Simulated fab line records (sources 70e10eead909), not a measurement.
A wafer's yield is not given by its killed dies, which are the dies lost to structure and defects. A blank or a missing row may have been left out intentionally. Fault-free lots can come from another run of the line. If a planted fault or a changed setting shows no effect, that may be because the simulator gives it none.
Tool commonality check    flow nand harc    Sample size 2 lots and 6 wafers

## WHY THIS WAS OPENED
Flagged at NHARC_END_SORT_01: reading killed at periphery, on 2 of 2 lots. Fault-free wafers read 2.9, with a standard deviation of 1.7.
Rule: flag the lot when none of its wafers has a number, or when each of its wafers that has one lies beyond 4 standard deviations from that mean. The rest of the lots are taken to be sound.

lot   measured      on         killed at periphery, wafer by wafer  flag
L985  day 22 12:31  prober-02  665 661 664                          FLAGGED
L986  day 23 10:20  prober-02  648 640 639                          FLAGGED
The numbers of the flagged lots are 652.8 on average: +649.9 against the usual, or +99 or more standard deviations.

## LOT BY LOT: THE TOOL USED
Before the reading, the record contains 4 process steps out of a 1159-step route. Every cell lists first the tool, next ch and the chambers used by the sampled wafers, and last the start.
lot   flag     NHARC_P_STI_DESCUM_14            NHARC_P_GATE_CVD_17         NHARC_P_GATE_HM_DEP_102       NHARC_P_GATE_DEP_103
L985  FLAGGED  rie diel-10 ch 0,1, day 6 06:20  lpcvd poly-01, day 8 05:50  acl dep-01 ch 0, day 8 12:37  pecvd-01 ch 0,2, day 8 13:10
L986  FLAGGED  rie diel-12 ch 1,3, day 6 10:53  lpcvd poly-01, day 8 05:50  acl dep-01 ch 0, day 8 13:09  pecvd-04 ch 0,2, day 8 14:08
These steps, and what they do:
- NHARC_P_STI_DESCUM_14: chemistry O2, time 3 s.
- NHARC_P_GATE_CVD_17: deposits poly-Si, target thk 150 nm, time 900 s.
- NHARC_P_GATE_HM_DEP_102: deposits aC, target thk 120 nm.
- NHARC_P_GATE_DEP_103: deposits SiON, target thk 30 nm.
- NHARC_END_SORT_01

## FLAGGED AGAINST TOTAL, ONE TOOL AT A TIME (gauges that did the reading follow at the end)
step                     tool           lots run  flagged  share of the flagged lots  sound lots run after its first flagged lot
NHARC_P_STI_DESCUM_14    rie diel-10    1         1        some                       0
NHARC_P_STI_DESCUM_14    rie diel-12    1         1        some                       0
NHARC_P_GATE_CVD_17      lpcvd poly-01  2         2        all                        0
NHARC_P_GATE_HM_DEP_102  acl dep-01     2         2        all                        0
NHARC_P_GATE_DEP_103     pecvd-01       1         1        some                       0
NHARC_P_GATE_DEP_103     pecvd-04       1         1        some                       0
NHARC_END_SORT_01        prober-02      2         2        all                        0

## WHAT THE TABLE ALLOWS
Rows of the table that ran every flagged lot, 3 in all: lpcvd poly-01 at NHARC_P_GATE_CVD_17, acl dep-01 at NHARC_P_GATE_HM_DEP_102, prober-02 at NHARC_END_SORT_01.
- lpcvd poly-01 at NHARC_P_GATE_CVD_17: 2 of its 2 lots flagged. No sound lot ran on it before its first flagged lot in this sample; the start therefore can't be narrowed down.
- acl dep-01 at NHARC_P_GATE_HM_DEP_102: 2 of its 2 lots flagged. No sound lot ran on it before its first flagged lot in this sample; the start therefore can't be narrowed down.
- prober-02 at NHARC_END_SORT_01: 2 of its 2 lots flagged. No sound lot ran on it before its first flagged lot in this sample; the start therefore can't be narrowed down.
Because each of these 3 tools fits a fault that began at some hour, counting lots does not separate them. More lots, or a look at what each step does to the wafer, might.

## WHAT THE SIMULATOR HAD PUT IN
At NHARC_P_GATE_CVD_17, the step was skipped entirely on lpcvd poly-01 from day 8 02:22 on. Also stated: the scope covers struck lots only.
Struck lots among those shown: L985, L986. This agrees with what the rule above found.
